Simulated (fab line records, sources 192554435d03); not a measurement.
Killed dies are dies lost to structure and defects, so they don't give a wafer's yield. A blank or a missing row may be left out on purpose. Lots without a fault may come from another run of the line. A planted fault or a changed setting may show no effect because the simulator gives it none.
A struck lot beside a sound one | flow n5_finfet | 12 steps out of a route of 1938
Sound: wafers L396.1, L396.5, L396.6. Struck: wafers L388.1, L388.4, L388.6. The cause comes at the end.
At each step with rows: each side's tool, then ch and its chambers, then its first start. Under that, the readings that differ: sound wafers | struck wafers | difference of the means | sigmas: that difference in standard deviations of wafers without a fault.
alike: readings whose means differ by less than 2 such deviations, and words and numbers that are the same on both sides. not compared: withheld readings, readings that some wafer has no value for, bounds like >300 that may hide the same value, and numbers for which the record gives no deviation and whose values overlap.
The two part at a step that has a row with sigmas, a row that says differs or no value, or rows on one side only. Numbers that don't overlap but have no deviation are shown without sigmas and don't part them. A reading that every wafer of one side lacks parts them only if that side has two wafers or more.

first, 9 steps without rows for these wafers: N5_MOL_CONTACT_COAG_SOFTBAKE_79 (time 60 s); N5_MOL_CONTACT_COAG_EXPOSE_81 (exposes mask VG, defocus 0 nm); N5_MOL_CONTACT_COAG_PEB_82 (peb time 60 s); N5_MOL_CONTACT_COAG_DEVELOP_83 (develop time 30 s); N5_MOL_CONTACT_COAG_DESCUM_88 (chemistry O2, time 7 s); N5_MOL_CONTACT_COAG_ETCH_89 (etches underlayer in N2/H2, target depth 13 nm, time 10.4 s); N5_MOL_CONTACT_COAG_ETCH_90 (etches SiARC in CF4, target depth 13 nm, time 21.7 s); N5_MOL_CONTACT_COAG_ALD_131 (deposits SiO2, target thk 5 nm, pulse time 1 s, co reactant pulse time 1 s); N5_MOL_CONTACT_COAG_ETCHBACK_132 (etches SiO2 in CHF3, target depth 10 nm, time 6.7 s).
N5_MOL_CONTACT_COAG_ETCH_91: etches SOC in N2/H2, target depth 60 nm, overetch 21 nm, time 101.2 s.
  sound on rie_diel-06 ch 1,2,3, day 10 11:58; struck on rie_diel-01 ch 0,1,3, day 8 19:13
  reading            | sound             | struck            | difference | sigmas
  rf_fwd_power_W (W) | 831 836 834       | 1033 1038 1043    | +204       | +66
  rf_vpp_V (V)       | 523.5 524.0 525.8 | 486.8 488.1 486.7 | -37.2      | -16
  alike: drypump_motor_current_A, oes_product_au, showerhead_plenum_p_Torr, throttle_valve_pct
  not compared: rf_hours_counter_h, model.SiARC_of_MOL_CONTACT_COAG_COAT_76.thk_nm
then, 1 step without rows for these wafers: N5_MOL_CONTACT_COAG_STRIP_92 (strips in N2/H2).
-- the record jumps here: 3 days lie between the struck wafers' starts before and after (it left off in module MOL_CONTACT_COAG and takes up again in module BEOL_M4, whose first step shown is number 1111 of the route) --
N5_BEOL_M4_RC_MEAS_101:
  sound on prober-02 ch 0, day 13 06:49; struck on prober-02 ch 0, day 11 13:32
  alike: DIBL_N, DIBL_P, IOFF_N, IOFF_P, ION_N, ION_P, SS_N, SS_P, VT_N, VT_P

WHERE THEY PART
Only at N5_MOL_CONTACT_COAG_ETCH_91, within this record. Later steps at which nothing parts them and some readings are alike: N5_BEOL_M4_RC_MEAS_101.

WHY: what the simulator had put in
Process parameter drift: rie_diel-01, from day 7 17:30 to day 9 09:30, at N5_MOL_CONTACT_COAG_ETCH_91. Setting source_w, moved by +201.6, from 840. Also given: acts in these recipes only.
